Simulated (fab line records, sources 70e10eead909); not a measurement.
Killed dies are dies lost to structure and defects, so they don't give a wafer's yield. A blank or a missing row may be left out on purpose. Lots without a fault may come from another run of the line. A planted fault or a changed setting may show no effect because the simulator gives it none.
Tool commonality check | flow nand_harc | 15 lots, 45 wafers sampled

WHY IT WAS OPENED
At NHARC_P_M1_THK_MEAS_24 the reading thk_nm is flagged on 3 of 15 lots. Wafers without a fault read 157.0 nm, standard deviation 1.4.
Rule: a lot is flagged when every wafer of it that has a number lies more than 4 standard deviations from that mean, or none has a number. The other lots count as sound.

lot  | measured     | on            | thk_nm (nm), wafer by wafer | flag
L219 | day 6 21:47  | film_metro-02 | 156.1 159.3 157.8           |
L220 | day 7 12:01  | film_metro-01 | 155.3 159.8 156.0           |
L221 | day 7 16:20  | film_metro-01 | 157.1 158.0 158.7           |
L222 | day 8 21:05  | film_metro-01 | 158.1 156.3 156.3           |
L227 | day 10 10:38 | film_metro-01 | 402.7 396.7 398.6           | FLAGGED
L228 | day 10 18:40 | film_metro-02 | 404.8 411.0 404.0           | FLAGGED
L229 | day 11 01:50 | film_metro-02 | 389.1 394.3 402.1           | FLAGGED
L234 | day 12 18:08 | film_metro-01 | 154.8 157.3 158.4           |
L235 | day 13 06:38 | film_metro-02 | 155.4 157.9 157.5           |
L236 | day 13 22:55 | film_metro-01 | 158.2 156.5 157.2           |
L237 | day 14 02:52 | film_metro-01 | 157.6 159.4 157.1           |
L238 | day 14 12:35 | film_metro-02 | 154.8 157.4 157.6           |
L239 | day 15 13:10 | film_metro-01 | 157.2 157.7 156.4           |
L240 | day 15 17:35 | film_metro-01 | 158.7 158.3 156.6           |
L241 | day 16 00:15 | film_metro-01 | 155.9 158.7 158.0           |
The numbers of the flagged lots are 400.4 nm on average: +243.4 nm against the usual, or +99 or more standard deviations.

WHICH TOOL RAN EACH LOT
The record holds 4 process steps before the reading, out of a route of 1302 steps. In each cell: the tool, then ch and the chambers that the sampled wafers went through, then the start.
lot  | flag    | NHARC_P_M1_DESCUM_14               | NHARC_P_M1_PVD_21                       | NHARC_P_M1_ANNEAL_31             | NHARC_P_M1_CMP_23
L219 |         | rie_diel-12 ch 0,3, day 6 19:19    | pvd_sputter-03, day 6 21:10 or earlier  | rtp_anneal-02 ch 0, day 6 21:10  | cmp-04 ch 1,2, day 6 21:28
L220 |         | rie_diel-09 ch 1,2,3, day 7 09:32  | pvd_sputter-01, day 7 11:24 or earlier  | rtp_anneal-01 ch 0, day 7 11:24  | cmp-03 ch 1,2, day 7 11:42
L221 |         | rie_diel-09 ch 1,2, day 7 13:55    | pvd_sputter-03, day 7 15:44 or earlier  | rtp_anneal-02 ch 0, day 7 15:44  | cmp-03 ch 2,3, day 7 16:01
L222 |         | rie_diel-12 ch 0,1, day 8 18:39    | pvd_sputter-03, day 8 20:29 or earlier  | rtp_anneal-01 ch 0, day 8 20:29  | cmp-03 ch 0,1,3, day 8 20:50
L227 | FLAGGED | rie_diel-12 ch 0,1, day 10 08:14   | pvd_sputter-02, day 10 09:59 or earlier | rtp_anneal-01 ch 0, day 10 09:59 | cmp-03 ch 0,3, day 10 10:21
L228 | FLAGGED | rie_diel-09 ch 0,2,3, day 10 16:15 | pvd_sputter-03, day 10 18:01 or earlier | rtp_anneal-02 ch 0, day 10 18:01 | cmp-04 ch 0,1,3, day 10 18:23
L229 | FLAGGED | rie_diel-12 ch 0,2, day 10 23:26   | pvd_sputter-03, day 11 01:11 or earlier | rtp_anneal-02 ch 0, day 11 01:11 | cmp-04 ch 0,1, day 11 01:33
L234 |         | rie_diel-12 ch 0,3, day 12 15:41   | pvd_sputter-01, day 12 17:29 or earlier | rtp_anneal-01 ch 0, day 12 17:29 | cmp-03 ch 2,3, day 12 17:49
L235 |         | rie_diel-09 ch 0,1,2, day 13 04:04 | pvd_sputter-02, day 13 06:01 or earlier | rtp_anneal-02 ch 0, day 13 06:01 | cmp-03 ch 0,1, day 13 06:21
L236 |         | rie_diel-01 ch 0,1,3, day 13 20:30 | pvd_sputter-02, day 13 22:19 or earlier | rtp_anneal-02 ch 0, day 13 22:19 | cmp-01 ch 1,2,3, day 13 22:36
L237 |         | rie_diel-09 ch 0,1,2, day 14 00:28 | pvd_sputter-03, day 14 02:11 or earlier | rtp_anneal-02 ch 0, day 14 02:11 | cmp-04 ch 0,1,2, day 14 02:36
L238 |         | rie_diel-12 ch 0,1,3, day 14 10:10 | pvd_sputter-03, day 14 11:59 or earlier | rtp_anneal-02 ch 0, day 14 11:59 | cmp-04 ch 1,2,3, day 14 12:18
L239 |         | rie_diel-09 ch 0,1,3, day 15 10:40 | pvd_sputter-01, day 15 12:31 or earlier | rtp_anneal-02 ch 0, day 15 12:31 | cmp-01 ch 1,2,3, day 15 12:51
L240 |         | rie_diel-09 ch 0,2,3, day 15 15:08 | pvd_sputter-01, day 15 16:56 or earlier | rtp_anneal-02 ch 0, day 15 16:56 | cmp-04 ch 0,1,3, day 15 17:17
L241 |         | rie_diel-09 ch 0,2,3, day 15 21:48 | pvd_sputter-01, day 15 23:38 or earlier | rtp_anneal-01 ch 0, day 15 23:38 | cmp-04 ch 1,2,3, day 15 23:56
What these steps do:
- NHARC_P_M1_DESCUM_14: chemistry O2, time 3 s.
- NHARC_P_M1_PVD_21: deposits Cu, target thk 30 nm, time 20.49 s.
- NHARC_P_M1_ANNEAL_31: time 90 s.
- NHARC_P_M1_CMP_23: polishes, t overpolish 20 s, target thk 157.82 nm.
- NHARC_P_M1_THK_MEAS_24: measures by xrf.

FLAGGED OVER TOTAL, TOOL BY TOOL (the gauges that took the reading come last)
step                   | tool           | lots run | flagged | share of the flagged lots | sound lots run after its first flagged lot
NHARC_P_M1_DESCUM_14   | rie_diel-01    | 1        | 0       | none                      | -
NHARC_P_M1_DESCUM_14   | rie_diel-09    | 8        | 1       | some                      | 5 (L235,L237,L239,L240,L241)
NHARC_P_M1_DESCUM_14   | rie_diel-12    | 6        | 2       | some                      | 2 (L234,L238)
NHARC_P_M1_PVD_21      | pvd_sputter-01 | 5        | 0       | none                      | -
NHARC_P_M1_PVD_21      | pvd_sputter-02 | 3        | 1       | some                      | 2 (L235,L236)
NHARC_P_M1_PVD_21      | pvd_sputter-03 | 7        | 2       | some                      | 2 (L237,L238)
NHARC_P_M1_ANNEAL_31   | rtp_anneal-01  | 5        | 1       | some                      | 2 (L234,L241)
NHARC_P_M1_ANNEAL_31   | rtp_anneal-02  | 10       | 2       | some                      | 6 (L235,L236,L237,L238,L239,L240)
NHARC_P_M1_CMP_23      | cmp-01         | 2        | 0       | none                      | -
NHARC_P_M1_CMP_23      | cmp-03         | 6        | 1       | some                      | 2 (L234,L235)
NHARC_P_M1_CMP_23      | cmp-04         | 7        | 2       | some                      | 4 (L237,L238,L240,L241)
NHARC_P_M1_THK_MEAS_24 | film_metro-01  | 10       | 1       | some                      | 6 (L234,L236,L237,L239,L240,L241)
NHARC_P_M1_THK_MEAS_24 | film_metro-02  | 5        | 2       | some                      | 2 (L235,L238)
NHARC_P_M1_PVD_21 gives no start for some lots, so the hours and the order of its lots are those of NHARC_P_M1_ANNEAL_31.

WHAT THE TABLE ALLOWS
No row of the table ran every flagged lot.

WHAT THE SIMULATOR HAD PUT IN
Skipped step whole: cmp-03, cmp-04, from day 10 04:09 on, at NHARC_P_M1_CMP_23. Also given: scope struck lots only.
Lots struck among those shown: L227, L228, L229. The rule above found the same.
